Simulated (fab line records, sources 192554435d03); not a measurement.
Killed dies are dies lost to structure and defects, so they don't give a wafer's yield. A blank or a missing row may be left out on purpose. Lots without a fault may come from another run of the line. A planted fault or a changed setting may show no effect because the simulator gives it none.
One fault seen from 2 desks | flow n5_finfet | each desk has only its own numbers; what lay behind them comes last

THE METROLOGY DESK
What the gauges read, lot by lot, whatever tool the lot ran on: means of the sampled wafers that have a number. A lot is out of limits, marked OUT, if its mean lies more than 4 standard deviations from the usual mean; the brackets give that distance. Of its 12 readings 7 are shown: those that lie furthest out on some lot.
Columns: A = M4_THK at N5_BEOL_M4_THK_MEAS_53, usual 39.5 nm; B = M4_RS at N5_BEOL_M4_RS_MEAS_58, usual 0.675 ohm/sq; C = DIBL_N at N5_BEOL_M4_RC_MEAS_101, usual 36.0 mV/V; D = DIBL_P at N5_BEOL_M4_RC_MEAS_101, usual 36.2 mV/V; E = IOFF_N at N5_BEOL_M4_RC_MEAS_101, usual 0.16 nA/um; F = ION_N at N5_BEOL_M4_RC_MEAS_101, usual 675 uA/um; G = VT_N at N5_BEOL_M4_RC_MEAS_101, usual 250 mV
lot  | first seen here | A    | B     | C    | D    | E    | F   | G
L285 | day 8 01:05     | 38.0 | 0.686 | 35.0 | 34.6 | 0.12 | 653 | 253
L286 | day 8 10:17     | 37.8 | 0.713 | 35.1 | 35.6 | 0.15 | 680 | 251
L295 | day 10 18:17    | 41.2 | 0.645 | 35.6 | 35.9 | 0.16 | 676 | 251
L297 | day 11 04:53    | 39.7 | 0.677 | 35.5 | 37.3 | 0.16 | 679 | 250
L299 | day 12 04:31    | 37.6 | 0.713 | 33.4 | 33.6 | 0.11 | 666 | 254
L305 | day 13 20:37    | 39.7 | 0.662 | 37.5 | 37.4 | 0.17 | 676 | 252
L308 | day 14 04:41    | 38.1 | 0.705 | 35.4 | 34.8 | 0.14 | 673 | 253
This desk's finding: nothing out of limits on any of the 7 lots.

THE TOOL OWNER'S DESK: pecvd-03
The tool's own readings at N5_BEOL_M4_DEP_57 (deposits SiCN from 3MS/NH3, target thk 8 nm, time 14 s): means of the sampled wafers that have a number, for each lot that ran on this tool. A lot is out of limits, marked OUT, if its mean lies more than 4 standard deviations from the usual mean; the brackets give that distance.
Columns: A = showerhead_plenum_p_Torr at N5_BEOL_M4_DEP_57, usual 3.667 Torr; B = throttle_valve_pct at N5_BEOL_M4_DEP_57, usual 8.8 %
lot  | first seen here | A     | B
L295 | day 10 18:31    | 3.664 | 8.5
L297 | day 11 05:06    | 3.661 | 8.7
L299 | day 12 04:43    | 3.657 | 8.6
This desk's finding: nothing out of limits on any of the 3 lots.

PUT TOGETHER
The metrology desk saw nothing out of limits.
The tool owner's desk saw nothing out of limits.

WHAT THE SIMULATOR HAD PUT IN
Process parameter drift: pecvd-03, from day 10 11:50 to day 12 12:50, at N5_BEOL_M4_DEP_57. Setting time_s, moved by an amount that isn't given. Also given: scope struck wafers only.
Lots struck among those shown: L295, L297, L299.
